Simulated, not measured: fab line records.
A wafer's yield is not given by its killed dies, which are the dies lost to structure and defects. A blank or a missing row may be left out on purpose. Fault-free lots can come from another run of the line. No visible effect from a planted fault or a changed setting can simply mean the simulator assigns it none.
Chamber matching -- flow n5Finfet -- N5_MOL_CONTACT_COAG_ETCH_66 on rieDiel-05 has 3 sister chambers
The step etches SiARC in CF4, target depth 13 nm, time 21.7 s. 3 wafers are shown with their chamber, then 6 later ones without.

== WAFERS PAIRED WITH THEIR CHAMBERS ==
wafer,chamber,drypumpMotorCurrentA (A)
L086.5,1,6.1
L090.6,2,5.1
L094.2,0,5.7

== WAFERS WITHOUT THEIR CHAMBER ==
wafer,drypumpMotorCurrentA (A)
L094.4,6.0
L094.5,5.1
L096.1,5.7
L096.4,5.1
L097.1,5.1
L097.6,5.1

== THE CHAMBER EACH PASSED THROUGH ==
wafer,from the rows above,in truth
L094.4,1,1
L094.5,2,2
L096.1,0,0
L096.4,2,2
L097.1,2,2
L097.6,2,2
Placed correctly: 6 of 6. From these rows, 0 cannot be placed. Placed wrongly: 0.
How it was worked out, from the rows above alone: a wafer's distance from a chamber is the root of the sum, over the readings, of the square of ((its reading less the chamber's mean) divided by the reading's scatter). If the next closest chamber is less than 2 further off than the closest, the wafer can't be placed; otherwise it belongs to the closest. Each chamber's mean is taken over the wafers shown for it. The scatter: with one shown wafer a chamber, the root of the mean of the squares of how far each hidden wafer lies from its nearest shown one.
